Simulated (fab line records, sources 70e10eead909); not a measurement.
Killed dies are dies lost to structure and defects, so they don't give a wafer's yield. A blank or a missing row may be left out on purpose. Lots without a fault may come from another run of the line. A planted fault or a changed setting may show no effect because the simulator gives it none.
fab line records | flow nand_harc | part 2 of 2: steps 31 to 36 of 36
record lots=5 wafers=15 last_day=23
route steps=1159 shown A_M1@1045 A_BONDPAD@1059
lots that met no fault: from a run of the same line without faults
start_h: hours from the record's first day to the start of the lot's first wafer shown | wait_h: hours since the lot's step before | " the same as in the row above | L1.1+2: a row that stands for several wafers | - no value, or no start given | * or withheld: withheld | < > ~ a bound
route shown NAME@n: a module of which the file shows steps, and the number in the route of the first | usual: mean/standard deviation of fault-free wafers | same: alike in all rows | chamber/n: place in a boat | sites: the reading at each site | _std_site: their standard deviation | _edge_site: outer sites' mean less inner sites' | radius_mm: how far each site lies from the wafer's centre | mask NAME#n: copy n | behind: the tool/chamber that last shaped the wafer | hold: why the lot was held/for how many hours/how that ended | device: the transistor (n, p or np) that didn't switch | end of line: the same wafers' tests at the end of the route | a step without rows: its recipe alone | killed: dies lost to structure and defects at the first sort, not the wafer's yield | map: a wafer's dies, x killed, . not, _ none there
set.NAME: the setting as run; set.NAME@STEP: as run at that earlier step | model.NAME: the simulator's own value behind a step, which no gauge read
lots at some steps of the route; a table a step, a row a wafer
services: from which hour (start_h, from the record's first day; less than 0 if before it) a tool's chamber was out of use, for how many hours, and why
## steps
# step NHARC_A_BONDPAD_ETCH_34
# recipe target_depth_a=600 overetch_a=180 time_s=65.91 ion_energy_ev=200 n2_flow_sccm=150 h2_flow_sccm=150 ar_flow_sccm=0 rf_w=400 bias_w=150 chemistry=N2/H2
# usual chamber_pressure_mTorr=29.998/0.024 drypump_motor_current_A=5.7/0.48 n2_flow_sccm=150.0/0.48 oes_product_au=0.998/0.015 rf_vpp_V=431.5/2.5 showerhead_plenum_p_Torr=2.08/0.088 throttle_valve_pct=14.170/0.0091
# columns lot.wafer tool chamber start_h wait_h chamber_pressure_mTorr drypump_motor_current_A n2_flow_sccm oes_product_au rf_hours_counter_h rf_vpp_V showerhead_plenum_p_Torr throttle_valve_pct
L075.1 rie_diel-03 3 410.94 0.1 29.972 5.8 149.7 0.994 0 434.7 2.17 14.170
L075.5 " 3 " " 29.990 5.8 149.6 0.990 - 434.5 2.17 14.171
L075.6 " 0 " " 30.005 5.9 149.5 1.003 - 428.1 1.94 14.169
L088.3 rie_diel-03 2 483.83 0.1 29.983 5.6 150.3 0.987 3 432.2 2.09 14.168
L088.1 " 1 " " 30.018 5.1 149.9 1.020 3 434.4 2.14 14.169
L088.6 " 3 " " 30.010 5.8 150.1 0.985 - 434.8 2.17 14.165
L091.1 rie_diel-11 3 509.16 0.1 29.997 6.3 150.6 1.015 26 429.1 1.98 14.177
L091.3 " 1 " " 30.030 6.6 149.9 0.990 27 430.3 2.04 14.152
L091.2 " 2 " " 30.025 4.8 149.3 0.976 26 429.0 1.96 14.175
L092.1 rie_diel-03 1 518.25 0.1 30.000 5.1 149.8 1.024 4 433.9 2.14 14.167
L092.2 " 3 " " 30.023 5.8 150.2 0.991 4 435.2 2.17 14.174
L092.5 " 1 " " 29.956 5.1 149.8 1.019 - 432.6 2.14 14.167
L093.2 rie_diel-11 1 521.13 0.3 30.017 6.6 149.9 0.991 30 430.6 2.04 14.159
L093.6 " 2 " " 29.967 4.8 148.9 0.972 - 428.8 1.96 14.174
L093.5 " 3 " " 29.983 6.3 150.9 1.024 - 427.6 1.98 14.171
# step NHARC_A_BONDPAD_ETCH_12
# recipe target_depth_a=2200 time_s=110 chf3_flow_sccm=50 o2_flow_sccm=10 ar_flow_sccm=200 rf_w=500 bias_w=200 chemistry=CHF3/O2
# usual chamber_pressure_mTorr=25.002/0.023 drypump_motor_current_A=5.7/0.48 o2_flow_sccm=10.000/0.029 oes_product_au=0.949/0.026 rf_vpp_V=371.4/2.3 showerhead_plenum_p_Torr=2.44/0.1 throttle_valve_pct=20.572/0.0093
# columns lot.wafer tool chamber start_h wait_h chamber_pressure_mTorr drypump_motor_current_A o2_flow_sccm oes_product_au rf_hours_counter_h rf_vpp_V showerhead_plenum_p_Torr throttle_valve_pct
L075.1 rie_diel-03 2 - - 25.008 5.6 10.052 0.949 1 372.2 2.46 20.556
L075.6 " 2 " " 25.000 5.6 10.061 0.958 - 372.0 2.46 20.588
L075.5 " 3 " " 25.026 5.8 10.011 0.966 - 373.2 2.55 20.575
L088.1 rie_diel-03 1 - - 25.016 5.1 10.004 0.944 3 372.0 2.51 20.569
L088.3 " 2 " " 25.018 5.6 9.981 0.914 3 370.7 2.46 20.585
L088.6 " 1 " " 25.011 5.1 9.998 0.944 - 372.7 2.51 20.586
L091.1 rie_diel-11 0 - - 24.973 5.9 9.973 0.913 28 373.2 2.53 20.561
L091.2 " 1 " " 24.976 6.6 10.032 0.931 27 369.3 2.41 20.577
L091.3 " 2 " " 25.031 4.8 9.994 0.907 26 368.0 2.32 20.585
L092.1 rie_diel-03 1 - - 24.976 5.1 9.990 0.977 4 372.4 2.51 20.583
L092.2 " 2 " " 24.958 5.6 9.978 0.951 4 372.5 2.46 20.563
L092.5 " 1 " " 25.022 5.1 9.984 0.982 - 372.0 2.51 20.563
L093.2 rie_diel-11 0 - - 25.008 5.9 9.924 0.914 31 373.3 2.53 20.577
L093.5 " 1 " " 25.034 6.6 10.019 0.924 - 371.4 2.41 20.573
L093.6 " 2 " " 25.007 4.8 9.982 0.896 - 368.0 2.32 20.578
# step NHARC_A_BONDPAD_CD_MEAS_13
# usual cd_nm=501.0/2.8
# columns lot.wafer tool chamber start_h wait_h cd_nm
L075.1 cd_sem-03 - 411.17 - 504.9
L075.5 " - " " 504.3
L075.6 " - " " 503.9
L088.1 cd_sem-01 - 484.06 - 502.7
L088.3 " - " " 500.8
L088.6 " - " " 501.4
L091.1 cd_sem-03 - 509.41 - 502.5
L091.2 " - " " 502.0
L091.3 " - " " 496.1
L092.1 cd_sem-01 - 518.47 - 499.4
L092.2 " - " " 500.5
L092.5 " - " " 504.1
L093.2 cd_sem-02 - 521.34 - 503.0
L093.5 " - " " 501.8
L093.6 " - " " 496.9
# step NHARC_A_BONDPAD_STRIP_15
# recipe o2_flow_sccm=500 ar_flow_sccm=0 bias_w=0 chemistry=O2
# usual chamber_pressure_mTorr=60.00/0.051 drypump_motor_current_A=5.7/0.42 o2_flow_sccm=499.8/1.6 oes_product_au=1.000/0.015 rf_vpp_V=58.0/0.87 showerhead_plenum_p_Torr=3.61/0.13 throttle_valve_pct=17.036/0.0096
# columns lot.wafer tool chamber start_h wait_h chamber_pressure_mTorr drypump_motor_current_A o2_flow_sccm oes_product_au rf_hours_counter_h rf_vpp_V showerhead_plenum_p_Torr throttle_valve_pct
L075.1 rie_diel-03 2 411.26 0.1 59.96 5.7 500.5 0.978 1 58.6 3.61 17.044
L075.5 " 1 " " 60.00 5.1 499.4 0.993 - 58.1 3.69 17.032
L075.6 " 2 " " 59.99 5.7 501.3 0.970 - 56.4 3.61 17.037
L088.1 rie_diel-11 0 484.13 0.1 60.02 5.9 500.7 0.978 23 58.2 3.71 17.034
L088.3 " 3 " " 60.02 6.3 498.9 1.026 21 58.0 3.44 17.041
L088.6 " 1 " " 60.07 6.6 500.2 1.001 - 58.0 3.54 17.024
L091.2 rie_diel-13 1 509.50 0.1 59.98 5.3 502.6 1.015 17 58.9 3.63 17.034
L091.1 " 2 " " 59.96 6.4 500.0 1.025 17 57.3 3.80 17.051
L091.3 " 3 " " 60.12 6.3 500.5 1.014 17 57.4 3.63 17.040
L092.2 rie_diel-03 1 518.54 0.1 60.03 5.1 496.0 1.005 4 58.6 3.69 17.039
L092.1 " 2 " " 60.05 5.7 499.2 1.001 4 58.0 3.61 17.038
L092.5 " 2 " " 59.90 5.7 500.5 0.990 - 57.2 3.61 17.038
L093.2 rie_diel-13 0 521.43 0.1 59.96 5.5 502.0 1.037 22 58.3 3.72 17.040
L093.5 " 0 " " 59.92 5.5 500.9 1.021 - 59.0 3.72 17.040
L093.6 " 1 " " 59.89 5.3 500.0 1.013 - 58.0 3.62 17.031
# step NHARC_A_BONDPAD_ETCH_24
# recipe target_depth_a=300 over_etch_frac=0.3 time_s=72.99 ion_energy_ev=150 cf4_flow_sccm=50 n2_flow_sccm=100 ar_flow_sccm=150 rf_w=300 bias_w=100 chemistry=CF4/N2
# usual chamber_pressure_mTorr=30.00/0.036 drypump_motor_current_A=5.7/0.44 n2_flow_sccm=99.97/0.3 oes_product_au=1.000/0.014 rf_vpp_V=315.0/2 showerhead_plenum_p_Torr=2.68/0.11 throttle_valve_pct=19.794/0.0094
# same over_etch_frac=0.3
# columns lot.wafer tool chamber start_h wait_h chamber_pressure_mTorr drypump_motor_current_A n2_flow_sccm oes_product_au rf_hours_counter_h rf_vpp_V showerhead_plenum_p_Torr throttle_valve_pct
L075.1 rie_diel-03 0 - - 29.96 5.8 99.42 1.007 1 312.1 2.51 19.790
L075.5 " 3 " " 30.01 5.8 99.84 0.988 - 315.9 2.78 19.793
L075.6 " 0 " " 29.93 5.9 100.13 1.007 - 309.3 2.51 19.799
L088.3 rie_diel-11 1 - - 29.99 6.6 99.46 1.001 23 312.8 2.63 19.784
L088.1 " 2 " " 30.02 4.8 100.14 0.972 22 312.2 2.54 19.802
L088.6 " 1 " " 30.02 6.6 99.76 0.995 - 313.9 2.63 19.792
L091.3 rie_diel-13 2 - - 29.96 6.4 100.05 1.012 17 316.5 2.83 19.808
L091.1 " 3 " " 29.96 6.3 100.35 1.018 17 315.1 2.70 19.789
L091.2 " 0 " " 30.02 5.5 100.24 1.021 17 318.2 2.77 19.794
L092.2 rie_diel-03 3 - - 29.98 5.8 100.39 0.999 4 316.7 2.78 19.791
L092.1 " 0 " " 30.05 5.8 99.82 1.020 4 312.9 2.51 19.780
L092.5 " 3 " " 29.97 5.8 100.27 0.987 - 316.9 2.78 19.791
L093.2 rie_diel-13 1 - - 29.99 5.3 99.90 1.007 21 315.4 2.70 19.796
L093.5 " 3 " " 30.00 6.3 99.71 1.014 - 315.2 2.70 19.805
L093.6 " 0 " " 30.28 5.5 99.45 1.024 - 317.1 2.77 19.819
# step NHARC_A_BONDPAD_STRIP_16
# recipe time_s=600 temp_c=30 chemistry=post_etch_residue_remover
# columns lot.wafer tool chamber start_h wait_h
L075.1+5+6 wet_bench-10 4,6,0 411.54 -
L088.1+6+3 wet_bench-08 7,0,3 484.49 -
L091.2+1+3 wet_bench-08 1,3,6 509.77 -
L092.5+2+1 wet_bench-10 1,4,6 518.83 -
L093.6+2+5 wet_bench-08 6,1,3 521.71 -
## services
# columns tool chamber start_h hours kind
litho_track-03 - 388.00 7.0 pm
pvd_sputter-02 - 392.04 10.0 pm
rie_diel-03 - 392.33 9.0 pm
cmp-04 - 399.75 4.0 pm
wet_bench-08 - 406.40 8.0 pm
litho_track-05 - 412.00 7.0 pm
pecvd-04 0 416.91 15.0 repair
wet_bench-10 - 423.20 8.0 pm
wet_bench-10 - 432.15 45.6 repair
rie_diel-11 - 432.78 0.4 repair
cmp-04 - 446.46 1.9 repair
ecd_cu-01 - 448.58 8.0 pm
rie_diel-13 - 453.00 9.0 pm
pvd_sputter-03 - 458.00 10.0 pm
rie_diel-03 1 470.57 3.0 repair
pecvd-03 - 473.23 13.0 pm
cmp-01 - 473.60 4.0 pm
cmp-01 - 484.86 1.0 repair
cmp-01 - 489.29 1.0 repair
pecvd-04 - 490.51 1.0 repair
cmp-04 - 497.75 4.0 pm
wet_bench-10 - 511.08 1.4 repair
pvd_sputter-01 - 514.03 10.0 pm
litho_track-02 - 515.01 7.0 pm
